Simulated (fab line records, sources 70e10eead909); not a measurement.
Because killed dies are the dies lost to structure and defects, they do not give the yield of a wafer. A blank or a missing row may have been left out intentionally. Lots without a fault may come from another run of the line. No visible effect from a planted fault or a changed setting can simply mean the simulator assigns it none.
fab line records | flow nandHarc
record lots=12 | wafers=36 | lastDay=33
route steps=1302 shown A_M0@1160 THIN_TSV@1259 END@1302
lots untouched by any fault: they come from a run of this same line in which no faults occurred
startH: hours from the record's first day to the start of the lot's first wafer shown | waitH: hours elapsed since this lot's preceding step | " same as the row above | L1.1+2: a single row standing in for several wafers | - no value present, or no start provided | * or withheld: withheld | < > ~ a bound
route shown NAME@n: names a module that has steps shown in the file, with the first one's number in the route | usual: the fault-free wafers' mean and standard deviation | same: alike in all rows | chamber/n: place in a boat | sites: the reading at each site | _std_site: standard deviation of those values | _edge_site: the outer-site mean with the inner-site mean subtracted | radiusMm: how far each site lies from the wafer's centre | mask NAME#n: copy n | behind: tool/chamber where the wafer was last shaped | hold: the reason the lot was held/the length of the hold in hours/how it ended | device: transistor that didn't switch, given as n, p or np | end of line: at the end of the route, the tests of the same wafers | where a step has no rows: the recipe by itself | killed: dies lost to structure and defects at the first sort, not the wafer's yield | map: a wafer's dies, marking killed ones x, the rest . and places with no die _
set.NAME: the run value of the setting; set.NAME@STEP: its run value at that earlier step | model.NAME: the simulator's own value behind a step, which no gauge read
route steps across a sampled set of lots; one table per step, one row per wafer
services: from which hour (startH, from the record's first day; less than 0 if before it) a tool's chamber was out of use, for how many hours, and why
## steps
# step NHARC_A_M0_ECD_22
# recipe targetThkA=4000 | bathTempC=25 | material=Cu
# usual bathHeatDutyPct=6.2/0.46
lot.wafer | tool     | chamber | startH | waitH | bathHeatDutyPct
L548.1    | ecdCu-01 | 0       | 529.80 | -     | 6.1
L548.4    | "        | 0       | "      | "     | 5.9
L548.3    | "        | 1       | "      | "     | 6.2
L551.1    | ecdCu-02 | 1       | 547.57 | -     | 6.3
L551.2    | "        | 0       | "      | "     | 6.1
L551.5    | "        | 0       | "      | "     | 6.1
L553.2    | ecdCu-02 | 1       | 559.29 | -     | 6.3
L553.3    | "        | 1       | "      | "     | 6.1
L553.5    | "        | 0       | "      | "     | 6.1
L552.2    | ecdCu-02 | 1       | 572.45 | -     | 6.1
L552.3    | "        | 0       | "      | "     | 6.7
L552.6    | "        | 1       | "      | "     | 6.4
L554.1    | ecdCu-02 | 0       | 578.42 | -     | 6.4
L554.3    | "        | 0       | "      | "     | 5.9
L554.6    | "        | 1       | "      | "     | 6.4
L556.1    | ecdCu-02 | 0       | 635.28 | -     | 6.7
L556.4    | "        | 0       | "      | "     | 6.3
L556.5    | "        | 0       | "      | "     | 5.6
L559.2    | ecdCu-02 | 1       | 636.75 | -     | 6.9
L559.3    | "        | 1       | "      | "     | 6.6
L559.4    | "        | 0       | "      | "     | 6.3
L565.2    | ecdCu-01 | 0       | 702.24 | -     | 5.7
L565.6    | "        | 1       | "      | "     | 6.9
L565.5    | "        | 0       | "      | "     | 6.1
L566.3    | ecdCu-02 | 0       | 713.34 | -     | 6.6
L566.6    | "        | 1       | "      | "     | 5.7
L566.5    | "        | 0       | "      | "     | 6.4
L568.2    | ecdCu-02 | 0       | 730.61 | -     | 6.2
L568.1    | "        | 1       | "      | "     | 6.5
L568.3    | "        | 1       | "      | "     | 6.5
L569.2    | ecdCu-01 | 1       | 737.08 | -     | 7.2
L569.4    | "        | 0       | "      | "     | 5.8
L569.5    | "        | 0       | "      | "     | 6.5
L571.1    | ecdCu-02 | 0       | 750.54 | -     | 5.5
L571.6    | "        | 1       | "      | "     | 6.1
L571.5    | "        | 0       | "      | "     | 6.3
# step NHARC_THIN_TSV_CD_MEAS_12
# recipe targetCdNm=1000 | landingEnergyEv=500
# usual cdNm=1000.4/1.3
lot.wafer | tool     | chamber | startH | waitH | cdNm
L548.1    | cdSem-03 | 0       | 552.30 | -     | 1001.2
L548.3    | "        | 0       | "      | "     | 1001.4
L548.4    | "        | 0       | "      | "     | 1001.6
L551.1    | cdSem-03 | 0       | 569.93 | -     | 1000.8
L551.2    | "        | 0       | "      | "     | 999.4
L551.5    | "        | 0       | "      | "     | 1001.9
L553.2    | cdSem-01 | 0       | 581.47 | -     | 1000.0
L553.3    | "        | 0       | "      | "     | 1001.3
L553.5    | "        | 0       | "      | "     | 1000.2
L552.2    | cdSem-03 | 0       | 594.78 | -     | 998.4
L552.3    | "        | 0       | "      | "     | 1000.0
L552.6    | "        | 0       | "      | "     | 999.4
L554.1    | cdSem-02 | 0       | 602.65 | -     | 1002.7
L554.3    | "        | 0       | "      | "     | 1001.3
L554.6    | "        | 0       | "      | "     | 1001.1
L556.1    | cdSem-03 | 0       | 659.31 | -     | 1001.0
L556.4    | "        | 0       | "      | "     | 1001.5
L556.5    | "        | 0       | "      | "     | 1001.6
L559.2    | cdSem-03 | 0       | 660.51 | -     | 1002.0
L559.3    | "        | 0       | "      | "     | 999.9
L559.4    | "        | 0       | "      | "     | 1001.5
L565.2    | cdSem-02 | 0       | 724.18 | -     | 997.9
L565.5    | "        | 0       | "      | "     | 999.7
L565.6    | "        | 0       | "      | "     | 999.0
L566.3    | cdSem-03 | 0       | 746.65 | -     | 999.0
L566.5    | "        | 0       | "      | "     | 1001.2
L566.6    | "        | 0       | "      | "     | 1000.4
L568.1    | cdSem-02 | 0       | 757.41 | -     | 1002.2
L568.2    | "        | 0       | "      | "     | 1002.5
L568.3    | "        | 0       | "      | "     | 1003.9
L569.2    | cdSem-01 | 0       | 760.36 | -     | 1000.5
L569.4    | "        | 0       | "      | "     | 1001.3
L569.5    | "        | 0       | "      | "     | 1000.6
L571.1    | cdSem-01 | 0       | 775.89 | -     | 1001.0
L571.5    | "        | 0       | "      | "     | 1000.4
L571.6    | "        | 0       | "      | "     | 999.2
# step NHARC_THIN_TSV_DEP_47
# recipe targetThkA=2000 | tempC=withheld | pressureTorr=6.5 | rfW=900 | teosFlowSccm=161.4 | flowSccm=2650 | targetThkNm=200 | gas=O2 | material=SiO2
# usual throttleValvePct=16.0/0.67
lot.wafer | tool     | chamber | startH | waitH | throttleValvePct
L548.3    | pecvd-04 | 0       | 554.13 | -     | 16.5
L548.1    | "        | 1       | "      | "     | 16.5
L548.4    | "        | 2       | "      | "     | 16.1
L551.2    | pecvd-02 | 1       | 571.77 | -     | 16.4
L551.1    | "        | 2       | "      | "     | 16.1
L551.5    | "        | 1       | "      | "     | 16.1
L553.2    | pecvd-03 | 0       | 583.35 | -     | 16.1
L553.3    | "        | 1       | "      | "     | 15.4
L553.5    | "        | 1       | "      | "     | 15.5
L552.2    | pecvd-04 | 0       | 596.77 | -     | 16.6
L552.3    | "        | 2       | "      | "     | 16.4
L552.6    | "        | 2       | "      | "     | 15.9
L554.3    | pecvd-02 | 0       | 604.49 | -     | 16.4
L554.1    | "        | 2       | "      | "     | 16.1
L554.6    | "        | 1       | "      | "     | 15.7
L556.1    | pecvd-04 | 0       | 661.26 | -     | 17.0
L556.4    | "        | 1       | "      | "     | 15.9
L556.5    | "        | 0       | "      | "     | 17.1
L559.2    | pecvd-04 | 1       | 662.53 | -     | 15.9
L559.3    | "        | 0       | "      | "     | 17.0
L559.4    | "        | 0       | "      | "     | 16.9
L565.2    | pecvd-03 | 1       | 726.11 | -     | 15.8
L565.5    | "        | 2       | "      | "     | 15.1
L565.6    | "        | 0       | "      | "     | 16.2
L566.3    | pecvd-02 | 2       | 748.57 | -     | 16.3
L566.5    | "        | 0       | "      | "     | 16.8
L566.6    | "        | 2       | "      | "     | 16.2
L568.1    | pecvd-03 | 0       | 759.26 | -     | 16.4
L568.2    | "        | 1       | "      | "     | 16.2
L568.3    | "        | 2       | "      | "     | 14.5
L569.2    | pecvd-04 | 0       | 762.51 | -     | 16.8
L569.4    | "        | 1       | "      | "     | 15.9
L569.5    | "        | 0       | "      | "     | 17.3
L571.1    | pecvd-04 | 0       | 777.77 | -     | 17.1
L571.5    | "        | 2       | "      | "     | 16.1
L571.6    | "        | 1       | "      | "     | 15.8
# step NHARC_THIN_TSV_DESCUM_35
# recipe timeS=3 | o2FlowSccm=200 | arFlowSccm=0 | biasPowerW=0 | chemistry=O2
# usual drypumpMotorCurrentA=5.7/0.37 | oesProductAu=1.000/0.0087 | rfVppV=58.0/0.82 | showerheadPlenumPTorr=1.97/0.047 | throttleValvePct=11.312/0.0088
lot.wafer | tool       | chamber | startH | waitH | drypumpMotorCurrentA | oesProductAu | rfHoursCounterH | rfVppV | showerheadPlenumPTorr | throttleValvePct
L548.3    | rieDiel-08 | 2       | 558.21 | -     | 5.5                  | 1.011        | 0.1             | 58.1   | 1.97                  | 11.326
L548.1    | "          | 3       | "      | "     | 6.2                  | 0.988        | 0.1             | 58.7   | 2.04                  | 11.302
L548.4    | "          | 0       | "      | "     | 5.9                  | 1.004        | 0.1             | 57.4   | 1.93                  | 11.303
L551.1    | rieDiel-05 | 3       | 576.02 | -     | 5.7                  | 1.010        | 11.9            | 59.8   | 2.01                  | 11.326
L551.2    | "          | 0       | "      | "     | 6.2                  | 1.009        | 11.6            | 58.4   | 1.96                  | 11.306
L551.5    | "          | 0       | "      | "     | 6.2                  | 1.016        | -               | 58.4   | 1.96                  | 11.311
L553.3    | rieDiel-08 | 1       | 587.66 | -     | 5.7                  | 0.999        | 1.4             | 58.4   | 2.00                  | 11.307
L553.2    | "          | 3       | "      | "     | 6.2                  | 0.983        | 1.9             | 58.5   | 2.04                  | 11.318
L553.5    | "          | 2       | "      | "     | 5.5                  | 1.009        | -               | 57.4   | 1.97                  | 11.313
L552.3    | rieDiel-09 | 0       | 600.89 | -     | 5.1                  | 1.002        | 3.7             | 57.0   | 1.96                  | 11.314
L552.2    | "          | 1       | "      | "     | 6.2                  | 0.993        | 4.3             | 57.1   | 1.94                  | 11.319
L552.6    | "          | 3       | "      | "     | 5.9                  | 1.005        | -               | 57.5   | 1.90                  | 11.317
L554.3    | rieDiel-09 | 0       | 608.63 | -     | 5.0                  | 0.998        | 4.2             | 58.8   | 1.96                  | 11.310
L554.1    | "          | 2       | "      | "     | 5.2                  | 1.004        | 4.3             | 58.0   | 1.91                  | 11.318
L554.6    | "          | 0       | "      | "     | 5.0                  | 0.997        | -               | 58.6   | 1.96                  | 11.303
L556.1    | rieDiel-09 | 1       | 665.45 | -     | 6.2                  | 0.987        | 6.9             | 58.1   | 1.94                  | 11.302
L556.4    | "          | 3       | "      | "     | 5.8                  | 1.016        | -               | 57.9   | 1.90                  | 11.315
L556.5    | "          | 1       | "      | "     | 6.2                  | 0.996        | -               | 58.9   | 1.94                  | 11.305
L559.3    | rieDiel-05 | 2       | 666.86 | -     | 5.8                  | 1.004        | 5.4             | 59.7   | 2.04                  | 11.299
L559.2    | "          | 3       | "      | "     | 5.7                  | 0.990        | 5.0             | 59.1   | 2.01                  | 11.318
L559.4    | "          | 1       | "      | "     | 5.3                  | 1.001        | -               | 58.3   | 1.98                  | 11.312
L565.2    | rieDiel-09 | 2       | 730.24 | -     | 5.2                  | 0.993        | 2.6             | 57.6   | 1.91                  | 11.303
L565.6    | "          | 2       | "      | "     | 5.2                  | 0.997        | -               | 57.6   | 1.91                  | 11.320
L565.5    | "          | 3       | "      | "     | 5.9                  | 1.009        | -               | 58.3   | 1.90                  | 11.307
L566.3    | rieDiel-08 | 3       | 752.84 | -     | 6.2                  | 0.988        | 0.8             | 57.8   | 2.04                  | 11.315
L566.5    | "          | 3       | "      | "     | 6.3                  | 0.996        | -               | 57.8   | 2.04                  | 11.318
L566.6    | "          | 0       | "      | "     | 5.9                  | 0.999        | -               | 56.9   | 1.93                  | 11.319
L568.1    | rieDiel-08 | 3       | 763.70 | -     | 6.2                  | 0.994        | 1.9             | 58.4   | 2.04                  | 11.310
L568.2    | "          | 0       | "      | "     | 5.9                  | 1.010        | 2.0             | 58.3   | 1.93                  | 11.312
L568.3    | "          | 1       | "      | "     | 5.7                  | 0.997        | 2.5             | 59.8   | 1.99                  | 11.325
L569.2    | rieDiel-08 | 1       | 766.75 | -     | 5.7                  | 0.993        | 2.6             | 57.9   | 1.99                  | 11.321
L569.4    | "          | 1       | "      | "     | 5.7                  | 0.991        | -               | 58.2   | 2.00                  | 11.305
L569.5    | "          | 3       | "      | "     | 6.2                  | 0.971        | -               | 57.3   | 2.04                  | 11.318
L571.1    | rieDiel-05 | 1       | 781.87 | -     | 5.3                  | 1.011        | 1.2             | 57.5   | 1.98                  | 11.307
L571.6    | "          | 2       | "      | "     | 5.8                  | 1.014        | -               | 57.6   | 2.04                  | 11.301
L571.5    | "          | 3       | "      | "     | 5.7                  | 0.996        | -               | 58.2   | 2.01                  | 11.321
# step NHARC_END_SORT_01
# recipe tempC=25
# usual defectLimitedYield=92.0/2.6 | killedAtArray=50/17 | killedAtOther=0.7/1 | killedAtPeriphery=3.4/2.4 | killedDies=54/17 | killedOpen=3.3/1.7 | killedShort=2.5/1.6 | sort_bin_2_pct=2.8/1.1 | sort_bin_3_pct=0.5/0.33 | sort_bin_4_pct=4.6/1.5 | sortNPass=623/17 | sortRimYieldPct=92/3.8 | sortYieldPct=92.0/2.6
# same grossDies=677 | sort_bin_5_pct[%]=0 | sort_bin_6_pct[%]=0 | sort_bin_7_pct[%]=0 | sort_bin_8_pct[%]=0 | sortRimNGross=106.00
lot.wafer | tool      | chamber | startH | waitH | defectLimitedYield[%] | killedAtArray | killedAtOther | killedAtPeriphery | killedDies | killedOpen | killedShort | sort_bin_2_pct[%] | sort_bin_3_pct[%] | sort_bin_4_pct[%] | sortNPass | sortRimYieldPct[%] | sortYieldPct[%]
L551.1    | prober-01 | 0       | 586.11 | 2.5   | 96.8                  | 19            | 1             | 2                 | 22         | 1          | 4           | 1.5               | 0.1               | 1.6               | 655       | 99                 | 96.8
L551.2    | prober-01 | 0       | 586.92 | 2.8   | 96.6                  | 22            | 0             | 1                 | 23         | 2          | 1           | 0.9               | 0.1               | 2.4               | 654       | 95                 | 96.6
L551.5    | prober-01 | 0       | 589.37 | 3.8   | 96.8                  | 17            | 1             | 4                 | 22         | 3          | 3           | 1.3               | 0.4               | 1.5               | 655       | 96                 | 96.8
L553.2    | prober-02 | 0       | 599.46 | 2.8   | 89.8                  | 67            | 0             | 2                 | 69         | 3          | 0           | 4.3               | 0.4               | 5.5               | 608       | 92                 | 89.8
L553.3    | prober-02 | 0       | 600.27 | 3.1   | 89.4                  | 68            | 0             | 4                 | 72         | 1          | 0           | 4.1               | 0.4               | 6.1               | 605       | 92                 | 89.4
L553.5    | prober-02 | 0       | 601.90 | 3.8   | 88.3                  | 73            | 0             | 6                 | 79         | 5          | 0           | 3.2               | 1.2               | 7.2               | 598       | 94                 | 88.3
L552.6    | prober-01 | 0       | 616.23 | 4.0   | 90.8                  | 54            | 4             | 4                 | 62         | 5          | 2           | 2.8               | 1.2               | 5.2               | 615       | 87                 | 90.8
L554.1    | prober-02 | 0       | 617.49 | 2.5   | 94.4                  | 32            | 0             | 6                 | 38         | 2          | 4           | 1.3               | 0.1               | 4.1               | 639       | 94                 | 94.4
L554.3    | prober-02 | 0       | 619.10 | 3.1   | 94.7                  | 32            | 1             | 3                 | 36         | 4          | 1           | 1.6               | 0.3               | 3.4               | 641       | 97                 | 94.7
L554.6    | prober-02 | 0       | 621.50 | 4.0   | 96.5                  | 23            | 0             | 1                 | 24         | 3          | 1           | 1.3               | 0                 | 2.2               | 653       | 99                 | 96.5
L559.2    | prober-02 | 0       | 674.15 | 2.8   | 90.1                  | 62            | 0             | 5                 | 67         | 4          | 2           | 4.3               | 0.7               | 4.9               | 610       | 95                 | 90.1
L559.3    | prober-02 | 0       | 674.93 | 3.1   | 91.3                  | 55            | 1             | 3                 | 59         | 4          | 1           | 2.8               | 0.6               | 5.3               | 618       | 86                 | 91.3
L559.4    | prober-02 | 0       | 675.72 | 3.3   | 48.9                  | 343           | 0             | 3                 | 346        | 2          | 1           | 19.1              | 3.8               | 28.2              | 331       | 46                 | 48.9
L556.1    | prober-02 | 0       | 681.06 | 2.5   | 45.3                  | 365           | 3             | 2                 | 370        | 1          | 1           | 18.5              | 3.4               | 32.8              | 307       | 50                 | 45.3
L556.4    | prober-02 | 0       | 683.47 | 3.4   | 49.5                  | 337           | 2             | 3                 | 342        | 2          | 1           | 17.0              | 3.0               | 30.6              | 335       | 40                 | 49.5
L556.5    | prober-02 | 0       | 684.27 | 3.7   | 45.9                  | 363           | 3             | 0                 | 366        | 2          | 1           | 19.9              | 4.6               | 29.5              | 311       | 46                 | 45.9
L571.1    | prober-01 | 0       | 791.15 | 2.5   | 90.7                  | 56            | 2             | 5                 | 63         | 5          | 2           | 3.4               | 0.4               | 5.5               | 614       | 92                 | 90.7
L571.5    | prober-01 | 0       | 794.34 | 3.7   | 90.3                  | 64            | 2             | 0                 | 66         | 3          | 1           | 3.0               | 0.6               | 6.2               | 611       | 93                 | 90.3
L571.6    | prober-01 | 0       | 795.13 | 4.0   | 91.7                  | 52            | 1             | 3                 | 56         | 4          | 2           | 2.5               | 0.4               | 5.3               | 621       | 92                 | 91.7
# killed by level:class
L551.1 A_STAIRCASE:chamberFilmFlake=5 A_CHANNEL_HOLE_D1:chamberFilmFlake=3 A_CHANNEL_HOLE_D2:chamberFilmFlake=3 A_DECK1_JOINT:geometricParticle:short=2 A_DECK1_JOINT:chamberFilmFlake=2 A_CONTACT:chamberFilmFlake=2 P_M0:geometricParticle:short=1 P_M2:geometricParticle:open=1
L551.2 A_CHANNEL_HOLE_D2:chamberFilmFlake=4 A_CONTACT:chamberFilmFlake=4 A_CHANNEL_HOLE_D1:chamberFilmFlake=3 A_STAIRCASE:chamberFilmFlake=3 A_WL_FILL:chamberFilmFlake=2 A_CHANNEL_HOLE_D1:geometricParticle:open=1 A_BLC:geometricParticle:open=1 A_M1:geometricParticle:short=1
L551.5 A_CHANNEL_HOLE_D2:chamberFilmFlake=5 A_DECK1_JOINT:chamberFilmFlake=2 A_STAIRCASE:chamberFilmFlake=2 A_WL_FILL:chamberFilmFlake=2 P_M0:geometricParticle:open=1 P_M0:geometricParticle:short=1 A_CHANNEL_FILL_D2:geometricParticle:short=1 A_CHANNEL_FILL_D2:geometricParticle:open=1
L553.2 A_CHANNEL_HOLE_D2:chamberFilmFlake=30 A_SLIT:chamberFilmFlake=20 A_CONTACT:chamberFilmFlake=7 A_STAIRCASE:chamberFilmFlake=4 A_CHANNEL_HOLE_D1:chamberFilmFlake=2 P_GATE:geometricParticle:open=1 P_CONTACT:geometricParticle:open=1 A_CHANNEL_FILL_D2:geometricParticle:open=1
L553.3 A_CHANNEL_HOLE_D2:chamberFilmFlake=33 A_SLIT:chamberFilmFlake=18 A_CONTACT:chamberFilmFlake=9 A_CHANNEL_HOLE_D1:chamberFilmFlake=3 A_STAIRCASE:chamberFilmFlake=3 P_GATE:chamberFilmFlake=2 P_M0:geometricParticle:open=1 P_STI:chamberFilmFlake=1
L553.5 A_CHANNEL_HOLE_D2:chamberFilmFlake=35 A_SLIT:chamberFilmFlake=24 A_CONTACT:chamberFilmFlake=6 A_CHANNEL_HOLE_D1:chamberFilmFlake=4 P_ZERO_WELL:chamberFilmFlake=3 P_CONTACT:geometricParticle:open=1 P_M0:geometricParticle:open=1 A_ONON_D1:geometricParticle:open=1
L552.6 A_SLIT:chamberFilmFlake=24 A_CHANNEL_HOLE_D1:chamberFilmFlake=13 A_CHANNEL_HOLE_D2:chamberFilmFlake=9 THIN_TSV:chamberFilmFlake=3 A_M0:geometricParticle:open=2 A_CONTACT:chamberFilmFlake=2 P_GATE:geometricParticle:open=1 P_M2:geometricParticle:open=1
L554.1 A_CHANNEL_HOLE_D2:chamberFilmFlake=18 A_CHANNEL_HOLE_D1:chamberFilmFlake=5 P_GATE:chamberFilmFlake=2 A_CONTACT:chamberFilmFlake=2 P_M0:geometricParticle:open=1 P_M1:geometricParticle:short=1 A_CHANNEL_FILL_D1:geometricParticle:short=1 A_BLC:geometricParticle:short=1
L554.3 A_CHANNEL_HOLE_D2:chamberFilmFlake=14 A_STAIRCASE:chamberFilmFlake=4 A_CONTACT:chamberFilmFlake=3 A_M1:chamberFilmFlake=3 A_SLIT:chamberFilmFlake=2 A_CHANNEL_FILL_D1:geometricParticle:open=1 A_ONON_D2:geometricParticle:short=1 A_STAIRCASE:geometricParticle:open=1
L554.6 A_CHANNEL_HOLE_D2:chamberFilmFlake=10 A_CONTACT:chamberFilmFlake=4 A_M1:chamberFilmFlake=2 A_ONON_D1:geometricParticle:short=1 A_CHANNEL_FILL_D1:geometricParticle:open=1 A_ONON_D2:geometricParticle:open=1 A_WL_FILL:geometricParticle:open=1 P_STI:chamberFilmFlake=1
L559.2 A_CHANNEL_HOLE_D1:chamberFilmFlake=27 A_SLIT:chamberFilmFlake=26 A_M0:geometricParticle:short=2 P_GATE:chamberFilmFlake=2 A_STAIRCASE:chamberFilmFlake=2 A_WL_FILL:chamberFilmFlake=2 P_CONTACT:geometricParticle:open=1 P_M1:geometricParticle:open=1
L559.3 A_SLIT:chamberFilmFlake=24 A_CHANNEL_HOLE_D1:chamberFilmFlake=15 P_M1:chamberFilmFlake=3 A_WL_FILL:chamberFilmFlake=3 A_CHANNEL_FILL_D1:chamberFilmFlake=2 A_DECK1_JOINT:chamberFilmFlake=2 A_ONON_D1:geometricParticle:open=1 A_ONON_D2:geometricParticle:open=1
L559.4 A_M0:unspecified=291 A_CHANNEL_HOLE_D1:chamberFilmFlake=24 A_SLIT:chamberFilmFlake=20 A_DECK1_JOINT:chamberFilmFlake=2 P_M0:geometricParticle:open=1 A_ONON_D1:geometricParticle:short=1 A_ONON_D2:geometricParticle:open=1 P_ZERO_WELL:chamberFilmFlake=1
L556.1 A_M0:unspecified=330 A_SLIT:chamberFilmFlake=19 A_CHANNEL_HOLE_D1:chamberFilmFlake=4 A_CONTACT:chamberFilmFlake=4 A_CHANNEL_HOLE_D2:chamberFilmFlake=3 A_CHANNEL_FILL_D1:chamberFilmFlake=2 HYBRID_BOND:chamberFilmFlake=2 P_M0:geometricParticle:open=1
L556.4 A_M0:unspecified=308 A_SLIT:chamberFilmFlake=19 A_CHANNEL_HOLE_D1:chamberFilmFlake=3 A_CONTACT:chamberFilmFlake=3 HYBRID_BOND:chamberFilmFlake=2 P_STI:geometricParticle:open=1 P_CONTACT:geometricParticle:open=1 A_BLC:geometricParticle:short=1
L556.5 A_M0:unspecified=332 A_SLIT:chamberFilmFlake=21 A_CONTACT:chamberFilmFlake=3 A_WL_FILL:geometricParticle:open=2 A_CHANNEL_HOLE_D2:chamberFilmFlake=2 THIN_TSV:chamberFilmFlake=2 A_WL_FILL:geometricParticle:short=1 A_CHANNEL_HOLE_D1:chamberFilmFlake=1
L571.1 A_SLIT:chamberFilmFlake=28 A_CHANNEL_HOLE_D1:chamberFilmFlake=9 A_CONTACT:chamberFilmFlake=9 A_ZERO_WELL:chamberFilmFlake=3 P_ZERO_WELL:chamberFilmFlake=2 A_CHANNEL_HOLE_D2:chamberFilmFlake=2 THIN_TSV:chamberFilmFlake=2 P_CONTACT:geometricParticle:open=1
L571.5 A_SLIT:chamberFilmFlake=33 A_CHANNEL_HOLE_D1:chamberFilmFlake=12 A_CONTACT:chamberFilmFlake=7 A_ZERO_WELL:chamberFilmFlake=3 A_CHANNEL_HOLE_D2:chamberFilmFlake=3 THIN_TSV:chamberFilmFlake=2 A_CHANNEL_FILL_D2:geometricParticle:open=1 A_WL_FILL:geometricParticle:short=1
L571.6 A_SLIT:chamberFilmFlake=25 A_CHANNEL_HOLE_D1:chamberFilmFlake=11 A_CONTACT:chamberFilmFlake=7 A_CHANNEL_HOLE_D2:chamberFilmFlake=3 P_CONTACT:geometricParticle:open=1 P_M1:geometricParticle:open=1 A_ONON_D1:geometricParticle:short=1 A_ONON_D1:geometricParticle:open=1
## services
tool       | chamber | startH | hours | kind
ecdCu-01   | -       | 512.30 | 8.0   | pm
rieDiel-08 | 2       | 534.86 | 2.9   | repair
rieDiel-05 | -       | 534.97 | 0.2   | repair
pecvd-03   | -       | 538.54 | 1.7   | repair
rieDiel-08 | -       | 544.80 | 9.0   | pm
pecvd-03   | -       | 547.63 | 13.0  | pm
rieDiel-09 | 2       | 591.43 | 3.7   | repair
ecdCu-02   | -       | 596.50 | 8.0   | pm
pecvd-04   | 2       | 618.31 | 4.9   | repair
rieDiel-08 | -       | 620.62 | 0.9   | repair
pecvd-04   | -       | 631.02 | 13.0  | pm
rieDiel-09 | 0       | 633.53 | 5.8   | repair
rieDiel-09 | 0       | 658.38 | 7.1   | repair
rieDiel-09 | -       | 674.10 | 9.0   | pm
rieDiel-09 | 1       | 698.08 | 14.0  | repair
ecdCu-02   | -       | 708.46 | 2.4   | repair
rieDiel-08 | -       | 721.80 | 9.0   | pm
rieDiel-08 | 3       | 747.45 | 1.4   | repair
rieDiel-09 | 1       | 753.65 | 14.7  | repair
rieDiel-09 | 0       | 757.50 | 7.1   | repair
rieDiel-08 | 2       | 763.65 | 7.1   | repair
rieDiel-09 | 0       | 768.89 | 5.0   | repair
ecdCu-02   | -       | 772.50 | 8.0   | pm
rieDiel-08 | 1       | 778.94 | 11.9  | repair
## key
firstSign step=NHARC_END_SORT_01 | reading=killedAtArray | direction=up | sigmas=18 | usual=50 | struck=352
effect step=NHARC_END_SORT_01 | reading=defectLimitedYield | direction=down | sigmas=17 | usual=92.0 | struck=47.4
moreKillsBornAt NHARC_A_M0_ECD_22@ecdCu-02=1261
metAt NHARC_A_M0_ECD_22
struckLots L556,L559
struckWafers L556.1,L556.4,L556.5,L559.4
notActingAt NHARC_THIN_TSV_CD_MEAS_12,NHARC_THIN_TSV_DEP_47,NHARC_THIN_TSV_DESCUM_35
onsetBetween 578.42 635.28
fault kind=chamberParticleSource | tool=ecdCu-02 | chamber=0 | onsetH=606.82 | steps=NHARC_A_M0_ECD_22 | ratePerVisitCm2=0.74314 | endH=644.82
